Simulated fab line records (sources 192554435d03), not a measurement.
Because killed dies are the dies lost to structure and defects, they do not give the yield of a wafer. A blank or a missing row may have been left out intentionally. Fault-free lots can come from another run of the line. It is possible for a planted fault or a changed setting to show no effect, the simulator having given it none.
Chamber matching -- flow n5-finfet -- 4 sister chambers for N5_DUMMY_REMOVAL_HM_STRIP_01 on rie-diel-02
The step strips SiNx in CH3F/O2, stops on poly-Si, target depth 4 nm, time 6.8 s. 4 wafers are shown with their chamber, then 7 later ones without.

WAFERS WITH THEIR CHAMBER
wafer,chamber,showerhead-plenum-p-Torr (Torr)
L634.1,2,2.10
L639.6,0,1.91
L641.1,3,1.89
L641.2,1,2.08

WAFERS WITHOUT THEIR CHAMBER
wafer,showerhead-plenum-p-Torr (Torr)
L641.6,1.89
L647.1,2.09
L647.2,1.90
L647.5,2.07
L648.1,1.90
L648.3,2.07
L648.5,2.07

THE CHAMBER EACH PASSED THROUGH
wafer,from the rows above,in truth
L641.6,3,3
L647.1,can't be placed: 1 or 2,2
L647.2,can't be placed: 0 or 3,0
L647.5,1,1
L648.1,can't be placed: 0 or 3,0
L648.3,1,1
L648.5,1,1
4 of 7 placed correctly. Unplaceable from these rows: 3, with the true chamber sitting among the candidates in 3. Placed wrongly: 0.
How it was worked out, from the rows above alone: a wafer's distance from a chamber is the root of the sum, over the readings, of the square of ((its reading less the chamber's mean) divided by the reading's scatter). If the next closest chamber is less than 2 further off than the closest, the wafer can't be placed; otherwise it belongs to the closest. A chamber's mean is the mean of its shown wafers. The scatter: with one shown wafer a chamber, the root of the mean of the squares of how far each hidden wafer lies from its nearest shown one.
